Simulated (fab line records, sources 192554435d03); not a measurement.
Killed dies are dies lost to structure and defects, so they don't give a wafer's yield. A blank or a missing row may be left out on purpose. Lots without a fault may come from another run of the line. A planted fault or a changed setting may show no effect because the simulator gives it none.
Split-lot experiment | flow n5_finfet | 7 lots, 39 wafers read, on a route of 1938 steps

THE SPLIT
At N5_PASSIVATION_PASS_ETCH_47 (etches SiNx in CF4/O2, target depth 770 nm, time 385 s), the setting time_s was moved away from the recipe's 385 s on 12 of the 39 wafers read, by -54.0% to +42.9%. The other wafers ran this setting at the recipe's value.

The reading is taken at the split's own step.

THE READING
etch.depth_nm (the simulator's own value, which no gauge read), in nm, at N5_PASSIVATION_PASS_ETCH_47 (etches SiNx in CF4/O2, target depth 770 nm, time 385 s). The file gives no usual value for it. The 27 wafers here that ran the recipe average 780.7 nm, standard deviation 18 nm.

wafer  | tool, chamber at the split | time_s as run, s | against the recipe | etch.depth_nm, nm | against lot-mates on the recipe
L076.1 | rie_diel-04, 0             | 304.6            | -20.9%             | 603.7             | -164.3
L076.2 | rie_diel-04, 1             | 304.6            | -20.9%             | 619.2             | -148.8
L076.3 | rie_diel-04, 3             | 385              | recipe             | 759.3             | -
L076.4 | rie_diel-04, 2             | 304.6            | -20.9%             | 632               | -136.0
L076.5 | rie_diel-04, 0             | 385              | recipe             | 761.6             | -
L076.6 | rie_diel-04, 1             | 385              | recipe             | 783.1             | -
L077.1 | rie_diel-04, 2             | 385              | recipe             | 795.7             | -
L077.2 | rie_diel-04, 1             | 177.2            | -54.0%             | 355.2             | -416.0
L077.3 | rie_diel-04, 0             | 385              | recipe             | 760.8             | -
L077.4 | rie_diel-04, 3             | 177.2            | -54.0%             | 347.4             | -423.8
L077.5 | rie_diel-04, 0             | 385              | recipe             | 757               | -
L077.6 | rie_diel-04, 3             | 177.2            | -54.0%             | 350.4             | -420.8
L084.1 | rie_diel-05, 2             | 385              | recipe             | 795.5             | -
L084.2 | rie_diel-05, 3             | 385              | recipe             | 786.2             | -
L084.3 | rie_diel-05, 0             | 385              | recipe             | 776.7             | -
L084.4 | rie_diel-05, 1             | 385              | recipe             | 751.8             | -
L084.5 | rie_diel-05, 0             | 385              | recipe             | 775.8             | -
L084.6 | rie_diel-05, 3             | 385              | recipe             | 787.7             | -
L085.1 | rie_diel-05, 2             | 507.1            | +31.7%             | 1052              | +268.7
L085.2 | rie_diel-05, 0             | 507.1            | +31.7%             | 1016              | +232.7
L085.3 | rie_diel-05, 3             | 507.1            | +31.7%             | 1025              | +241.7
L085.4 | rie_diel-05, 2             | 385              | recipe             | 802.2             | -
L085.5 | rie_diel-05, 0             | 385              | recipe             | 769               | -
L085.6 | rie_diel-05, 3             | 385              | recipe             | 778.6             | -
L086.2 | rie_diel-04, 0             | 385              | recipe             | 786.1             | -
L086.3 | rie_diel-04, 2             | 385              | recipe             | 791               | -
L086.4 | rie_diel-04, 1             | 385              | recipe             | 771.2             | -
L089.1 | rie_diel-04, 1             | 385              | recipe             | 775.1             | -
L089.2 | rie_diel-04, 2             | 550.1            | +42.9%             | 1123              | +352.8
L089.3 | rie_diel-04, 3             | 385              | recipe             | 745               | -
L089.4 | rie_diel-04, 0             | 550.1            | +42.9%             | 1132              | +361.8
L089.5 | rie_diel-04, 1             | 550.1            | +42.9%             | 1110              | +339.8
L089.6 | rie_diel-04, 2             | 385              | recipe             | 790.4             | -
L091.1 | rie_diel-05, 0             | 385              | recipe             | 770.6             | -
L091.2 | rie_diel-05, 2             | 385              | recipe             | 804.6             | -
L091.3 | rie_diel-05, 3             | 385              | recipe             | 784.1             | -
L091.4 | rie_diel-05, 1             | 385              | recipe             | 826.5             | -
L091.5 | rie_diel-05, 3             | 385              | recipe             | 785.9             | -
L091.6 | rie_diel-05, 2             | 385              | recipe             | 806.8             | -

THE FIT
A straight line over all 39 wafers: etch.depth_nm changes by +7.93 nm for each +1% of time_s; r = +1.00; the points scatter about the line by 17 nm.
The same after taking each lot's own level away (the mean of its wafers on the recipe; 39 wafers): +7.87 nm for each +1%; r = +1.00; scatter 15 nm.
On that fit, the largest move of time_s shifts the reading by 4.2e+02 nm.
The lots' own levels span 768.00 to 796.42 nm, that is 1.6 times the standard deviation above.
So the lot-to-lot level changes the slope little: the two slopes agree.
Check: with one of the wafers moved furthest among these (-54.0%) left out of the fit, the line predicts -424 nm for it against its lot-mates. It came out at -416 nm against them.

OTHER SPLITS ON THESE WAFERS
These wafers also went through other splits before the reading. Each is held against what the fit with the lots' levels taken away leaves over:
other split on the same wafers   | wafers away from the commonest value | r with etch.depth_nm (lot level and that fit taken away)
N5_BEOL_M8_TRENCH_ETCH_37 time_s | 18                                   | -0.02
N5_BEOL_M11_CVD_75 target_thk_a  | 18                                   | +0.25

THE FILE'S OWN FIT
etch.depth_nm changes by +7.87 nm for each +1% of time_s, r = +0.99.
